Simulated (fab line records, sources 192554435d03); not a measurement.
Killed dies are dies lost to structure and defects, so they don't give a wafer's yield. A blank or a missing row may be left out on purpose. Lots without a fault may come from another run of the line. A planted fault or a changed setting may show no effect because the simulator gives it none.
Chamber matching | flow n5_finfet | N5_BEOL_M0_SAQP_SPACER1_ALD_98 on ald_sin-03: 4 sister chambers
The step deposits SiO2, target thk 12.8 nm, pulse time 1 s, purge time 2 s. 7 wafers are shown with their chamber, then 7 later ones without.

WAFERS WITH THEIR CHAMBER
wafer  | chamber | heater_power_w (W) | precursor_pulse_height_rel
L534.5 | 0       | 440                | 1.000
L534.6 | 1       | 509                | 1.018
L535.1 | 2       | 463                | 1.008
L535.2 | 1       | 496                | 1.018
L535.6 | 0       | 458                | 0.986
L536.1 | 2       | 459                | 1.023
L536.4 | 3       | 513                | 1.002

WAFERS WITHOUT THEIR CHAMBER
wafer  | heater_power_w (W) | precursor_pulse_height_rel
L536.5 | 456                | 0.962
L537.1 | 435                | 1.006
L537.3 | 509                | 1.010
L537.6 | 509                | 0.993
L549.3 | 508                | 1.004
L549.5 | 502                | 1.000
L549.6 | 431                | 1.009

WHICH CHAMBER EACH WENT THROUGH
wafer  | from the rows above     | in truth
L536.5 | 0                       | 0
L537.1 | can't be placed: 0 or 2 | 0
L537.3 | can't be placed: 3 or 1 | 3
L537.6 | can't be placed: 3 or 1 | 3
L549.3 | can't be placed: 3 or 1 | 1
L549.5 | can't be placed: 3 or 1 | 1
L549.6 | can't be placed: 0 or 2 | 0
Placed correctly: 1 of 7. Can't be placed from these rows: 6 (the true chamber is among the candidates in 6). Placed wrongly: 0.
How it was worked out, from the rows above alone: a wafer's distance from a chamber is the root of the sum, over the readings, of the square of ((its reading less the chamber's mean) divided by the reading's scatter). The wafer belongs to the nearest chamber; if the next one is less than 2 further off, it can't be placed. A chamber's mean is the mean of its shown wafers. The scatter: the root of (the sum of the squares of (reading less its chamber's mean) over the shown wafers, divided by (wafers less chambers)).
